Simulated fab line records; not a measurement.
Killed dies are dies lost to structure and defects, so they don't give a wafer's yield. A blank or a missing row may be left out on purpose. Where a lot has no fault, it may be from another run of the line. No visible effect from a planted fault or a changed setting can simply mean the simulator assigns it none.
Matching of chambers -- flow n5_finfet -- N5_MOL_CONTACT_COAG_ETCH_91 on rie_diel-05: 4 sister chambers
The step etches SOC in N2/H2, target depth 60 nm, overetch 21 nm, time 101.2 s. 16 wafers are shown with their chamber, then 8 later ones without.

== WAFERS PAIRED WITH THEIR CHAMBERS ==
wafer,chamber,showerhead_plenum_p_Torr (Torr),throttle_valve_pct (%),oes_product_au (a.u.)
L074.1,3,2.72,17.82,0.77
L074.4,1,2.60,18.01,0.77
L074.6,0,2.52,18.08,0.60
L078.1,0,2.51,18.10,0.59
L078.5,0,2.51,18.11,0.59
L078.6,3,2.71,17.83,0.76
L080.1,1,2.60,18.05,0.74
L080.3,0,2.51,18.11,0.59
L080.6,2,2.35,18.20,0.63
L081.2,0,2.51,18.11,0.59
L081.4,2,2.35,18.20,0.63
L081.5,3,2.71,17.86,0.76
L087.4,3,2.70,17.86,0.74
L087.5,1,2.59,18.06,0.73
L087.6,2,2.34,18.22,0.62
L088.1,3,2.70,17.88,0.74

SIGNATURES (means of the wafers above)
reading,chamber 0,chamber 1,chamber 2,chamber 3,scatter within a chamber
showerhead_plenum_p_Torr,2.5120,2.5967,2.3467,2.7080,0.00641
throttle_valve_pct,18.1020,18.0400,18.2067,17.8500,0.0199
oes_product_au,0.5920,0.7467,0.6267,0.7540,0.012
Rule: a wafer lies at a distance from a chamber equal to the root of the sum of squares, over the readings, of (its reading less the chamber's mean, divided by the reading's scatter). The wafer belongs to the nearest chamber; if the next one is less than 2 further off, it can't be placed. How the scatter is found: for the shown wafers, subtract from each reading the mean of its chamber, square and add these, divide the total by (wafers less chambers), then take the root.

== WAFERS MISSING THEIR CHAMBER ==
wafer,showerhead_plenum_p_Torr (Torr),throttle_valve_pct (%),oes_product_au (a.u.)
L088.2,2.59,18.06,0.72
L088.4,2.34,18.22,0.62
L095.1,2.70,17.89,0.72
L095.4,2.70,17.91,0.71
L095.5,2.58,18.07,0.71
L097.3,2.69,17.91,0.71
L097.4,2.58,18.10,0.71
L097.5,2.33,18.27,0.61

== WHICH CHAMBER EACH WENT THROUGH ==
wafer,from the rows above,in truth
L088.2,1,1
L088.4,2,2
L095.1,3,3
L095.4,3,3
L095.5,1,1
L097.3,3,3
L097.4,1,1
L097.5,2,2
Correct placement for 8 of the 8. From these rows, 0 cannot be placed. 0 placed wrongly.
